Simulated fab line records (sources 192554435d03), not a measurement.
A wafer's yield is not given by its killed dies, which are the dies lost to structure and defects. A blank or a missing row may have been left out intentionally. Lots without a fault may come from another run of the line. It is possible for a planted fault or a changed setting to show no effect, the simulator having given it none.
Matching of chambers	flow n5_finfet	rie_diel-01 running N5_BEOL_M4_STRIP_36: 4 sister chambers
The step strips in N2/H2. 8 wafers are shown with their chamber, then 10 later ones without.

EACH WAFER AND ITS CHAMBER
wafer	chamber	throttle_valve_pct (%)	showerhead_plenum_p_Torr (Torr)
L078.5	0	23.80	2.51
L082.3	1	24.39	2.44
L084.5	1	24.38	2.44
L086.3	2	23.89	2.53
L086.4	0	23.79	2.50
L086.5	3	23.77	2.64
L087.3	2	23.89	2.52
L087.5	3	23.77	2.63

WAFERS WITHOUT THEIR CHAMBER
wafer	throttle_valve_pct (%)	showerhead_plenum_p_Torr (Torr)
L087.6	23.88	2.52
L091.2	23.78	2.63
L091.3	24.41	2.43
L091.6	24.45	2.43
L092.3	24.41	2.43
L092.5	23.97	2.52
L092.6	23.76	2.63
L095.2	23.81	2.49
L095.4	23.79	2.63
L095.6	24.46	2.43

EACH ONE'S CHAMBER
wafer	from the rows above	in truth
L087.6	2	2
L091.2	3	3
L091.3	1	1
L091.6	1	1
L092.3	1	1
L092.5	2	2
L092.6	3	3
L095.2	0	0
L095.4	3	3
L095.6	1	1
Correct placement for 10 of the 10. From these rows, 0 cannot be placed. Number placed wrongly: 0.
How it was worked out, from the rows above alone: a wafer's distance from a chamber is the root of the sum, over the readings, of the square of ((its reading less the chamber's mean) divided by the reading's scatter). The wafer belongs to the nearest chamber; if the next one is less than 2 further off, it can't be placed. Each chamber's mean is taken over the wafers shown for it. The scatter: the root of (the sum of the squares of (reading less its chamber's mean) over the shown wafers, divided by (wafers less chambers)).
